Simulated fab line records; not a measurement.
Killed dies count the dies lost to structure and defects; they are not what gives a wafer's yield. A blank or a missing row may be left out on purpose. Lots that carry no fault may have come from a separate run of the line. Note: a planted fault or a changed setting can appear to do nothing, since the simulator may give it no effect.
fab line records -- flow nandHarc
record lots=5, wafers=15, lastDay=33
route steps=1302 shown A_M1@1172
lots with no fault: from the same line, run without faults
startH: hours from the record's first day to the start of the lot's first wafer shown -- waitH: hours from the lot's prior step to this one -- " unchanged from the row above -- L1.1+2: a single row standing in for several wafers -- - either no value or no given start -- * or withheld: withheld -- < > ~ a bound
route shown NAME@n: a module of which the file shows steps, and the number in the route of the first -- usual: average and standard deviation across the fault-free wafers -- same: alike in all rows -- chamber/n: place in a boat -- sites: each site's reading -- _std_site: standard deviation across them -- _edge_site: outer sites' mean less inner sites' -- radiusMm: how far each site lies from the wafer's centre -- mask NAME#n: copy n -- behind: tool/chamber where the wafer was last shaped -- hold: the reason the lot was held/the length of the hold in hours/how it ended -- device: transistor that didn't switch, given as n, p or np -- end of line: tests of these same wafers at the route's end -- for a step that has no rows: nothing shown but its recipe -- killed: count of dies lost to structure and defects at first sort (not the wafer's yield) -- map: the dies of a wafer, with x for killed, . for not killed, _ for no die there
set.NAME: the setting as run; set.NAME@STEP: as run at that earlier step -- model.NAME: the simulator's own value behind a step, which no gauge read
lots at some steps of the route; a table a step, a row a wafer
services: the hour from which a tool's chamber was out of use, counted from the record's first day as startH (under 0 if before that day), plus the number of hours and why
## steps
# step NHARC_A_M1_COAT_34
# recipe tempC=200, timeS=65
# step NHARC_A_M1_COAT_03
# recipe spinRpm=1500, resistThkNm=90
# step NHARC_A_M1_SOFTBAKE_04
# recipe tempC=105, timeS=55
# step NHARC_A_M1_EBR_05
# step NHARC_A_M1_EXPOSE_06
# recipe na=1.35, targetCdNm=120, doseMj=75.13, maskId=A_M1
# step NHARC_A_M1_PEB_07
# recipe pebTempC=100, pebTimeS=65
# step NHARC_A_M1_DEVELOP_08
# recipe developTimeS=35, devTempC=23
# step NHARC_A_M1_CD_MEAS_09
# recipe targetCdNm=120, landingEnergyEv=500
# usual cdNm=119.6/0.69
lot.wafer,tool,chamber,startH,waitH,cdNm
L475.2,cdSem-02,0,542.31,-,119.2
L475.5,cdSem-02,0,542.31,-,119.0
L475.6,cdSem-02,0,542.31,-,118.8
L481.2,cdSem-01,0,605.60,-,119.9
L481.4,cdSem-01,0,605.60,-,119.4
L481.5,cdSem-01,0,605.60,-,118.8
L485.1,cdSem-02,0,650.50,-,120.2
L485.2,cdSem-02,0,650.50,-,119.6
L485.3,cdSem-02,0,650.50,-,120.2
L491.2,cdSem-02,0,688.69,-,119.6
L491.3,cdSem-02,0,688.69,-,119.6
L491.6,cdSem-02,0,688.69,-,121.0
L497.2,cdSem-02,0,755.48,-,119.6
L497.3,cdSem-02,0,755.48,-,119.3
L497.4,cdSem-02,0,755.48,-,119.8
# step NHARC_A_M1_OVL_MEAS_10
# recipe pitchNm=240
# usual overlayXNm=-0.1/0.83, overlayYNm=-0.2/0.75
lot.wafer,tool,chamber,startH,waitH,overlayXNm,overlayYNm
L475.2,overlay-02,-,542.40,-,-0.2,-0.4
L475.5,overlay-02,-,542.40,-,-0.3,-0.3
L475.6,overlay-02,-,542.40,-,-0.1,-0.4
L481.2,overlay-01,-,605.69,-,0.4,-0.4
L481.4,overlay-01,-,605.69,-,0.3,-0.2
L481.5,overlay-01,-,605.69,-,0.6,-0.1
L485.1,overlay-02,-,650.59,-,0.0,-0.7
L485.2,overlay-02,-,650.59,-,-0.3,-1.2
L485.3,overlay-02,-,650.59,-,-0.4,-1.2
L491.2,overlay-02,-,688.78,-,0.9,0.1
L491.3,overlay-02,-,688.78,-,0.8,-0.2
L491.6,overlay-02,-,688.78,-,0.4,0.3
L497.2,overlay-02,-,755.57,-,0.2,-0.2
L497.3,overlay-02,-,755.57,-,0.6,0.0
L497.4,overlay-02,-,755.57,-,0.5,0.1
# step NHARC_A_M1_INSPECT_11
# usual rawDefectCount=87/35
lot.wafer,tool,chamber,startH,waitH,rawDefectCount
L475.2,defectInspect-01,-,542.44,0.0,28
L475.5,defectInspect-01,-,542.44,0.0,20
L475.6,defectInspect-01,-,542.44,0.0,19
L481.2,defectInspect-01,-,605.72,0.0,121
L481.4,defectInspect-01,-,605.72,0.0,107
L481.5,defectInspect-01,-,605.72,0.0,108
L485.1,defectInspect-02,-,650.63,0.0,79
L485.2,defectInspect-02,-,650.63,0.0,73
L485.3,defectInspect-02,-,650.63,0.0,83
L491.2,defectInspect-02,-,688.81,0.0,63
L491.3,defectInspect-02,-,688.81,0.0,70
L491.6,defectInspect-02,-,688.81,0.0,60
L497.2,defectInspect-01,-,755.61,0.0,100
L497.3,defectInspect-01,-,755.61,0.0,96
L497.4,defectInspect-01,-,755.61,0.0,99
# step NHARC_A_M1_DESCUM_14
# recipe timeS=3, o2FlowSccm=200, arFlowSccm=0, biasPowerW=0, chemistry=O2
# usual drypumpMotorCurrentA=5.7/0.53, oesProductAu=1.000/0.013, rfVppV=57.9/1, showerheadPlenumPTorr=1.92/0.093, throttleValvePct=11.313/0.0083
lot.wafer,tool,chamber,startH,waitH,drypumpMotorCurrentA,oesProductAu,rfHoursCounterH,rfVppV,showerheadPlenumPTorr,throttleValvePct
L475.2,rieDiel-11,1,542.52,0.1,5.7,1.004,6.0,57.5,1.87,11.316
L475.5,rieDiel-11,2,542.52,0.1,6.7,1.007,-,59.0,2.01,11.305
L475.6,rieDiel-11,3,542.52,0.1,5.1,1.003,-,58.2,1.80,11.316
L481.2,rieDiel-11,1,605.78,0.1,5.7,1.019,9.4,57.0,1.87,11.318
L481.4,rieDiel-11,2,605.78,0.1,6.7,0.999,8.5,58.6,2.01,11.318
L481.5,rieDiel-11,2,605.78,0.1,6.7,1.000,-,59.3,2.01,11.319
L485.3,rieDiel-02,2,650.69,0.1,5.2,1.004,2.1,59.2,1.98,11.326
L485.1,rieDiel-02,3,650.69,0.1,5.6,1.004,1.7,59.3,1.96,11.303
L485.2,rieDiel-02,1,650.69,0.1,6.2,1.011,1.9,57.8,2.04,11.321
L491.3,rieDiel-02,3,688.88,0.1,5.6,1.008,3.4,58.0,1.96,11.316
L491.2,rieDiel-02,1,688.88,0.1,6.2,1.014,3.6,59.4,2.04,11.305
L491.6,rieDiel-02,2,688.88,0.1,5.2,1.007,-,58.9,1.98,11.315
L497.2,rieDiel-11,0,755.67,0.1,5.1,1.013,10.1,56.5,1.85,11.310
L497.3,rieDiel-11,3,755.67,0.1,5.1,0.987,7.2,58.6,1.79,11.331
L497.4,rieDiel-11,1,755.67,0.1,5.7,1.002,-,58.6,1.87,11.294
# step NHARC_A_M1_ETCH_35
# recipe targetDepthA=400, overetchA=120, timeS=43.94, ionEnergyEv=200, n2FlowSccm=150, h2FlowSccm=150, arFlowSccm=0, rfW=400, biasW=150, chemistry=N2/H2
# usual drypumpMotorCurrentA=5.7/0.53, oesProductAu=1.000/0.013, rfFwdPowerW=395.2/2, rfVppV=431/3.1, showerheadPlenumPTorr=2.05/0.1, throttleValvePct=14.170/0.009
lot.wafer,tool,chamber,startH,waitH,drypumpMotorCurrentA,oesProductAu,rfFwdPowerW,rfHoursCounterH,rfVppV,showerheadPlenumPTorr,throttleValvePct
L475.2,rieDiel-11,3,542.59,0.1,5.1,1.003,396.4,4.8,427,1.91,14.164
L475.5,rieDiel-11,2,542.59,0.1,6.7,1.005,392.0,-,434,2.15,14.173
L475.6,rieDiel-11,3,542.59,0.1,5.1,0.999,394.2,-,426,1.91,14.179
L481.2,rieDiel-11,3,605.87,0.1,5.1,0.982,397.0,7.5,428,1.91,14.159
L481.4,rieDiel-11,2,605.87,0.1,6.7,1.003,396.7,8.5,433,2.15,14.176
L481.5,rieDiel-11,3,605.87,0.1,5.1,1.000,396.9,-,428,1.91,14.166
L485.1,rieDiel-02,2,650.77,0.1,5.2,0.995,395.1,2.1,432,2.11,14.166
L485.3,rieDiel-02,3,650.77,0.1,5.6,0.998,394.0,1.7,433,2.09,14.168
L485.2,rieDiel-02,0,650.77,0.1,5.8,0.971,398.4,1.6,427,1.90,14.166
L491.3,rieDiel-02,0,688.96,0.1,5.8,0.969,398.0,3.2,427,1.90,14.169
L491.2,rieDiel-02,1,688.96,0.1,6.2,0.994,391.6,3.7,435,2.18,14.192
L491.6,rieDiel-02,0,688.96,0.1,5.8,0.977,397.7,-,427,1.90,14.168
L497.2,rieDiel-11,0,755.78,0.1,5.1,1.007,395.1,10.1,428,1.97,14.169
L497.3,rieDiel-11,1,755.78,0.1,5.7,1.008,393.3,8.3,430,1.99,14.165
L497.4,rieDiel-11,1,755.78,0.1,5.7,1.005,393.9,-,429,1.99,14.160
# step NHARC_A_M1_ETCH_15
# recipe targetDepthA=1825, timeS=91.2, c4f8FlowSccm=withheld, arFlowSccm=400, rfW=600, biasW=300, chemistry=C4F8/Ar
# usual oesProductAu=0.953/0.023, rfFwdPowerW=595.8/2.3, rfVppV=441/3.1
lot.wafer,tool,chamber,startH,waitH,oesProductAu,rfFwdPowerW,rfHoursCounterH,rfVppV
L475.2,rieDiel-11,3,542.69,-,0.957,600.3,4.8,438
L475.6,rieDiel-11,1,542.69,-,0.929,592.7,-,440
L475.5,rieDiel-11,2,542.69,-,0.931,596.6,-,443
L481.4,rieDiel-11,2,605.97,-,0.927,599.8,8.5,445
L481.2,rieDiel-11,3,605.97,-,0.914,599.5,7.5,438
L481.5,rieDiel-11,1,605.97,-,0.947,594.8,-,439
L485.1,rieDiel-02,2,650.86,-,0.958,596.0,2.2,441
L485.2,rieDiel-02,0,650.86,-,0.949,598.7,1.6,436
L485.3,rieDiel-02,1,650.86,-,0.979,591.8,1.9,444
L491.2,rieDiel-02,3,689.05,-,0.859,595.5,3.4,443
L491.3,rieDiel-02,2,689.05,-,0.931,596.0,3.9,442
L491.6,rieDiel-02,0,689.05,-,0.899,599.3,-,436
L497.2,rieDiel-11,3,755.87,-,0.909,598.1,7.2,437
L497.3,rieDiel-11,0,755.87,-,0.932,596.6,10.1,439
L497.4,rieDiel-11,3,755.87,-,0.902,600.0,-,438
# step NHARC_A_M1_CD_MEAS_16
# usual cdNm=119.8/0.92
lot.wafer,tool,chamber,startH,waitH,cdNm
L475.2,cdSem-01,-,542.80,-,118.4
L475.5,cdSem-01,-,542.80,-,119.7
L475.6,cdSem-01,-,542.80,-,118.8
L481.2,cdSem-01,-,606.09,-,119.2
L481.4,cdSem-01,-,606.09,-,119.9
L481.5,cdSem-01,-,606.09,-,119.4
L485.1,cdSem-03,-,650.99,-,120.8
L485.2,cdSem-03,-,650.99,-,120.4
L485.3,cdSem-03,-,650.99,-,120.8
L491.2,cdSem-02,-,689.18,-,119.0
L491.3,cdSem-02,-,689.18,-,120.1
L491.6,cdSem-02,-,689.18,-,120.7
L497.2,cdSem-01,-,756.02,-,119.5
L497.3,cdSem-01,-,756.02,-,119.5
L497.4,cdSem-01,-,756.02,-,119.2
## services
tool,chamber,startH,hours,kind
rieDiel-11,0,539.50,-,clean
rieDiel-11,1,539.50,-,clean
rieDiel-11,2,539.50,-,clean
rieDiel-11,3,539.50,-,clean
rieDiel-11,0,564.00,-,clean
rieDiel-11,1,564.00,-,clean
rieDiel-11,2,564.00,-,clean
rieDiel-11,3,564.00,-,clean
rieDiel-02,-,570.71,9.0,pm
rieDiel-11,0,588.50,-,clean
rieDiel-11,1,588.50,-,clean
rieDiel-11,2,588.50,-,clean
rieDiel-11,3,588.50,-,clean
rieDiel-11,-,609.50,9.0,pm
rieDiel-02,1,630.40,13.7,repair
rieDiel-11,3,648.69,1.2,repair
rieDiel-11,-,655.03,1.7,repair
rieDiel-11,2,683.94,85.7,repair
rieDiel-02,-,690.00,3.9,repair
rieDiel-11,-,697.85,0.3,repair
rieDiel-11,3,711.73,7.1,repair
rieDiel-11,3,729.46,5.1,repair
rieDiel-11,1,741.16,11.3,repair
rieDiel-02,-,747.71,9.0,pm
## key
firstSign step=NHARC_A_M1_ETCH_15, reading=oesProductAu, direction=down, sigmas=4, usual=0.953, struck=0.859
effect none on later readings
metAt NHARC_A_M1_ETCH_15
struckWafers L491.2
sortLeftOut L491.2
onsetBetween 650.86 689.05
fault kind=processParameterDrift, tool=rieDiel-02, chamber=-, onsetH=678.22, steps=NHARC_A_M1_ETCH_15, channel=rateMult, offset=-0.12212, shape=step, endH=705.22, scope=struckWafersOnly
# sortLeftOut: the simulated sort isn't trusted on such a fault, so these wafers' sort isn't shown, and their yield isn't known
